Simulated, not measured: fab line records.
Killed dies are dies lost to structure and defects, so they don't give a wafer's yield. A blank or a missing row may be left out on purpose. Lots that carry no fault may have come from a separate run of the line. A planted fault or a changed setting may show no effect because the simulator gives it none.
Which tool was responsible? :: flow nand_harc :: 13 lots, 38 wafers sampled, at 5 steps of a route of 1302

## WHAT THE GAUGES READ, wafer by wafer
NHARC_A_CHANNEL_FILL_D2_INSPECT_13. Usual: 392 for raw_defect_count, sd 120.
lot: L580
measured: day 15 23:24
on: defect_inspect-01
raw_defect_count: 516 433 441
flag: 

lot: L585
measured: day 17 11:02
on: defect_inspect-01
raw_defect_count: 238 454 503
flag: 

lot: L588
measured: day 19 01:10
on: defect_inspect-01
raw_defect_count: 472 506 389
flag: 

lot: L589
measured: day 19 21:03
on: defect_inspect-02
raw_defect_count: 653 577 528
flag: 

lot: L591
measured: day 19 21:02
on: defect_inspect-01
raw_defect_count: 592 409
flag: 

lot: L593
measured: day 21 16:40
on: defect_inspect-02
raw_defect_count: 473 358 428
flag: 

lot: L596
measured: day 22 07:00
on: defect_inspect-01
raw_defect_count: 414 418 336
flag: 

lot: L598
measured: day 22 18:40
on: defect_inspect-01
raw_defect_count: 403 347 341
flag: 

lot: L599
measured: day 23 02:32
on: defect_inspect-02
raw_defect_count: 263 369 376
flag: 

lot: L601
measured: day 24 05:49
on: defect_inspect-02
raw_defect_count: 276 285 467
flag: 

lot: L600
measured: day 24 05:38
on: defect_inspect-01
raw_defect_count: 306 313 341
flag: 

lot: L602
measured: day 24 05:38
on: defect_inspect-02
raw_defect_count: 258 426 280
flag: 

lot: L603
measured: day 25 02:53
on: defect_inspect-02
raw_defect_count: 251 268 292
flag: 

NHARC_END_SORT_01. Usual: killed_at_array 59, standard deviation 17; killed_at_other 0.9, standard deviation 1.6; killed_at_periphery 3.7, standard deviation 2.3; killed_dies 64, standard deviation 17; killed_open 3.3, standard deviation 1.8; killed_short 2.4, standard deviation 1.6.
lot: L598
measured: day 31 09:56
on: prober-01
killed_at_array: 76 64 83
killed_at_other: 5 4 0
killed_at_periphery: 3 4 4
killed_dies: 84 72 87
killed_open: 3 2 4
killed_short: 4 4 2
flag: 

## WHICH TOOL RAN EACH LOT (tool, then ch and the chambers of the sampled wafers, then the start)
lot: L580
NHARC_A_CHANNEL_FILL_D2_ALD_14: ald_hk-03 ch 0,1,3, day 14 05:50
NHARC_A_CHANNEL_FILL_D2_ALD_25: ald_hk-03 ch 0,2,3, day 15 11:19
NHARC_A_CHANNEL_FILL_D2_ETCHBACK_08: rie_diel-08 ch 0,2,3, day 15 16:55

lot: L585
NHARC_A_CHANNEL_FILL_D2_ALD_14: ald_hk-02 ch 1,2,3, day 15 11:46
NHARC_A_CHANNEL_FILL_D2_ALD_25: ald_hk-02 ch 0,2,3, day 16 21:46
NHARC_A_CHANNEL_FILL_D2_ETCHBACK_08: rie_diel-08 ch 1,3, day 17 04:35

lot: L588
NHARC_A_CHANNEL_FILL_D2_ALD_14: ald_hk-03 ch 0,1,2, day 17 05:55
NHARC_A_CHANNEL_FILL_D2_ALD_25: ald_hk-02 ch 0,1,2, day 18 13:17
NHARC_A_CHANNEL_FILL_D2_ETCHBACK_08: rie_diel-11 ch 0,1,2, day 18 18:49

lot: L589
NHARC_A_CHANNEL_FILL_D2_ALD_14: ald_hk-02 ch 1,2, day 18 01:58
NHARC_A_CHANNEL_FILL_D2_ALD_25: ald_hk-02 ch 0,1, day 19 09:40
NHARC_A_CHANNEL_FILL_D2_ETCHBACK_08: rie_diel-11 ch 2,3, day 19 14:40

lot: L591
NHARC_A_CHANNEL_FILL_D2_ALD_14: ald_hk-03 ch 2, day 18 06:10
NHARC_A_CHANNEL_FILL_D2_ALD_25: ald_hk-03 ch 0,3, day 19 10:52
NHARC_A_CHANNEL_FILL_D2_ETCHBACK_08: rie_diel-11 ch 0,2, day 19 14:34

lot: L593
NHARC_A_CHANNEL_FILL_D2_ALD_14: ald_hk-02 ch 0,1,3, day 19 23:09
NHARC_A_CHANNEL_FILL_D2_ALD_25: ald_hk-03 ch 0,1,3, day 21 05:22
NHARC_A_CHANNEL_FILL_D2_ETCHBACK_08: rie_diel-08 ch 0,1,3, day 21 10:18

lot: L596
NHARC_A_CHANNEL_FILL_D2_ALD_14: ald_hk-01 ch 0,1,2, day 20 13:13
NHARC_A_CHANNEL_FILL_D2_ALD_25: ald_hk-03 ch 2,3, day 21 19:05
NHARC_A_CHANNEL_FILL_D2_ETCHBACK_08: rie_diel-11 ch 0,1,2, day 22 00:41

lot: L598
NHARC_A_CHANNEL_FILL_D2_ALD_14: ald_hk-03 ch 0,2, day 20 23:04
NHARC_A_CHANNEL_FILL_D2_ALD_25: ald_hk-03 ch 1,3, day 22 07:22
NHARC_A_CHANNEL_FILL_D2_ETCHBACK_08: rie_diel-11 ch 0,1, day 22 12:20

lot: L599
NHARC_A_CHANNEL_FILL_D2_ALD_14: ald_hk-03 ch 0,1,3, day 21 08:31
NHARC_A_CHANNEL_FILL_D2_ALD_25: ald_hk-03 ch 1,2,3, day 22 15:47
NHARC_A_CHANNEL_FILL_D2_ETCHBACK_08: rie_diel-11 ch 1,2, day 22 20:06

lot: L601
NHARC_A_CHANNEL_FILL_D2_ALD_14: ald_hk-01 ch 0,1,3, day 22 10:31
NHARC_A_CHANNEL_FILL_D2_ALD_25: ald_hk-03 ch 0,1,2, day 23 19:46
NHARC_A_CHANNEL_FILL_D2_ETCHBACK_08: rie_diel-11 ch 1,2, day 24 00:07

lot: L600
NHARC_A_CHANNEL_FILL_D2_ALD_14: ald_hk-03 ch 1,2,3, day 22 10:31
NHARC_A_CHANNEL_FILL_D2_ALD_25: ald_hk-02 ch 0,1, day 23 17:34
NHARC_A_CHANNEL_FILL_D2_ETCHBACK_08: rie_diel-12 ch 0,3, day 23 23:11

lot: L602
NHARC_A_CHANNEL_FILL_D2_ALD_14: ald_hk-02 ch 1,2,3, day 22 14:34
NHARC_A_CHANNEL_FILL_D2_ALD_25: ald_hk-01 ch 0,2,3, day 23 17:34
NHARC_A_CHANNEL_FILL_D2_ETCHBACK_08: rie_diel-11 ch 0,2,3, day 23 23:07

lot: L603
NHARC_A_CHANNEL_FILL_D2_ALD_14: ald_hk-03 ch 0,3, day 23 08:51
NHARC_A_CHANNEL_FILL_D2_ALD_25: ald_hk-02 ch 2,3, day 24 14:59
NHARC_A_CHANNEL_FILL_D2_ETCHBACK_08: rie_diel-11 ch 1,2,3, day 24 20:34
- NHARC_A_CHANNEL_FILL_D2_ALD_14: deposits SiO2, target thk 2.5 nm, pulse time 10 s, ald cycles 25.
- NHARC_A_CHANNEL_FILL_D2_ALD_25: deposits SiOx, target thk 60 nm, pulse time 10 s, ald cycles 600.
- NHARC_A_CHANNEL_FILL_D2_ETCHBACK_08: etches the open film in C4F8, target depth 220 nm, time 110 s.

## WHAT THE TOOLS THEMSELVES READ (means of the sampled wafers that have a number; where no wafer has one, the mark that the record gives instead)
NHARC_A_CHANNEL_FILL_D2_ALD_14. Usual: heater_power_w 462 W, standard deviation 48; precursor_pulse_height_rel 1.002, standard deviation 0.019.
lot: L580
tool: ald_hk-03
heater_power_w (W): 502
precursor_pulse_height_rel: 1.006
flag: 

lot: L585
tool: ald_hk-02
heater_power_w (W): 467
precursor_pulse_height_rel: 1.008
flag: 

lot: L588
tool: ald_hk-03
heater_power_w (W): 500
precursor_pulse_height_rel: 1.007
flag: 

lot: L589
tool: ald_hk-02
heater_power_w (W): 448
precursor_pulse_height_rel: 1.001
flag: 

lot: L591
tool: ald_hk-03
heater_power_w (W): 484
precursor_pulse_height_rel: 1.007
flag: 

lot: L593
tool: ald_hk-02
heater_power_w (W): 480
precursor_pulse_height_rel: 1.002
flag: 

lot: L596
tool: ald_hk-01
heater_power_w (W): 402
precursor_pulse_height_rel: 1.010
flag: 

lot: L598
tool: ald_hk-03
heater_power_w (W): 489
precursor_pulse_height_rel: 0.999
flag: 

lot: L599
tool: ald_hk-03
heater_power_w (W): 486
precursor_pulse_height_rel: 1.012
flag: 

lot: L601
tool: ald_hk-01
heater_power_w (W): 395
precursor_pulse_height_rel: 1.018
flag: 

lot: L600
tool: ald_hk-03
heater_power_w (W): 479
precursor_pulse_height_rel: 1.007
flag: 

lot: L602
tool: ald_hk-02
heater_power_w (W): 457
precursor_pulse_height_rel: 0.996
flag: 

lot: L603
tool: ald_hk-03
heater_power_w (W): 504
precursor_pulse_height_rel: 0.994
flag: 

NHARC_A_CHANNEL_FILL_D2_ALD_25. Usual: heater_power_w 455 W, standard deviation 50; precursor_pulse_height_rel 0.998, standard deviation 0.019.
lot: L580
tool: ald_hk-03
heater_power_w (W): 503
precursor_pulse_height_rel: 1.017
flag: 

lot: L585
tool: ald_hk-02
heater_power_w (W): 484
precursor_pulse_height_rel: 0.986
flag: 

lot: L588
tool: ald_hk-02
heater_power_w (W): 471
precursor_pulse_height_rel: 1.020
flag: 

lot: L589
tool: ald_hk-02
heater_power_w (W): 490
precursor_pulse_height_rel: 0.988
flag: 

lot: L591
tool: ald_hk-03
heater_power_w (W): 506
precursor_pulse_height_rel: 1.003
flag: 

lot: L593
tool: ald_hk-03
heater_power_w (W): 491
precursor_pulse_height_rel: 1.017
flag: 

lot: L596
tool: ald_hk-03
heater_power_w (W): 500
precursor_pulse_height_rel: 1.009
flag: 

lot: L598
tool: ald_hk-03
heater_power_w (W): 471
precursor_pulse_height_rel: 0.982
flag: 

lot: L599
tool: ald_hk-03
heater_power_w (W): 483
precursor_pulse_height_rel: 0.994
flag: 

lot: L601
tool: ald_hk-03
heater_power_w (W): 482
precursor_pulse_height_rel: 0.995
flag: 

lot: L600
tool: ald_hk-02
heater_power_w (W): 481
precursor_pulse_height_rel: 0.970
flag: 

lot: L602
tool: ald_hk-01
heater_power_w (W): 419
precursor_pulse_height_rel: 1.014
flag: 

lot: L603
tool: ald_hk-02
heater_power_w (W): 497
precursor_pulse_height_rel: 0.999
flag: 

NHARC_A_CHANNEL_FILL_D2_ETCHBACK_08. Usual: oes_product_au 0.98 a.u., standard deviation 0.034; rf_vpp_V 439.8 V, standard deviation 2; run_length_s 131.2 s, standard deviation 0.32.
lot: L580
tool: rie_diel-08
oes_product_au (a.u.): 0.91
rf_vpp_V (V): 440.0
run_length_s (s): 131.2
flag: 

lot: L585
tool: rie_diel-08
oes_product_au (a.u.): 1.00
rf_vpp_V (V): 439.8
run_length_s (s): 131.4
flag: 

lot: L588
tool: rie_diel-11
oes_product_au (a.u.): 0.99
rf_vpp_V (V): 440.9
run_length_s (s): 137.3
flag: OFF

lot: L589
tool: rie_diel-11
oes_product_au (a.u.): 1.00
rf_vpp_V (V): 438.4
run_length_s (s): 137.4
flag: OFF

lot: L591
tool: rie_diel-11
oes_product_au (a.u.): 1.00
rf_vpp_V (V): 439.8
run_length_s (s): 140.2
flag: OFF

lot: L593
tool: rie_diel-08
oes_product_au (a.u.): 0.98
rf_vpp_V (V): 439.4
run_length_s (s): 131.4
flag: 

lot: L596
tool: rie_diel-11
oes_product_au (a.u.): 1.01
rf_vpp_V (V): 440.8
run_length_s (s): 131.2
flag: 

lot: L598
tool: rie_diel-11
oes_product_au (a.u.): 0.92
rf_vpp_V (V): 440.9
run_length_s (s): 131.0
flag: 

lot: L599
tool: rie_diel-11
oes_product_au (a.u.): 0.99
rf_vpp_V (V): 441.3
run_length_s (s): 131.3
flag: 

lot: L601
tool: rie_diel-11
oes_product_au (a.u.): 0.93
rf_vpp_V (V): 441.0
run_length_s (s): 131.3
flag: 

lot: L600
tool: rie_diel-12
oes_product_au (a.u.): 0.99
rf_vpp_V (V): 441.0
run_length_s (s): 131.3
flag: 

lot: L602
tool: rie_diel-11
oes_product_au (a.u.): 1.00
rf_vpp_V (V): 439.4
run_length_s (s): 131.1
flag: 

lot: L603
tool: rie_diel-11
oes_product_au (a.u.): 1.00
rf_vpp_V (V): 439.5
run_length_s (s): 131.3
flag: 

## THE ANSWER, worked out from the rows above alone
Rule: a lot counts as off when the mean over its wafers that have a number is more than 3 standard deviations away from the usual mean. A lot without any number at a reading at which 4 lots or more have one is off too. All remaining lots with rows at the step are treated as sound. Order of review: gauges by route order, followed by the tools' own readings, for which a lot's mean as printed above is used. The first step at which some lot is off is used, and at that step the reading that is off furthest; a lot without a number counts as furthest.
Off at NHARC_A_CHANNEL_FILL_D2_ETCHBACK_08 (run_length_s): L588, L589, L591.
A tool fits if, at that step or a process step before it, it ran every lot that is off, and no sound lot after the first of them. Not one of the candidates tried fits.

## WHAT THE SIMULATOR PUT IN
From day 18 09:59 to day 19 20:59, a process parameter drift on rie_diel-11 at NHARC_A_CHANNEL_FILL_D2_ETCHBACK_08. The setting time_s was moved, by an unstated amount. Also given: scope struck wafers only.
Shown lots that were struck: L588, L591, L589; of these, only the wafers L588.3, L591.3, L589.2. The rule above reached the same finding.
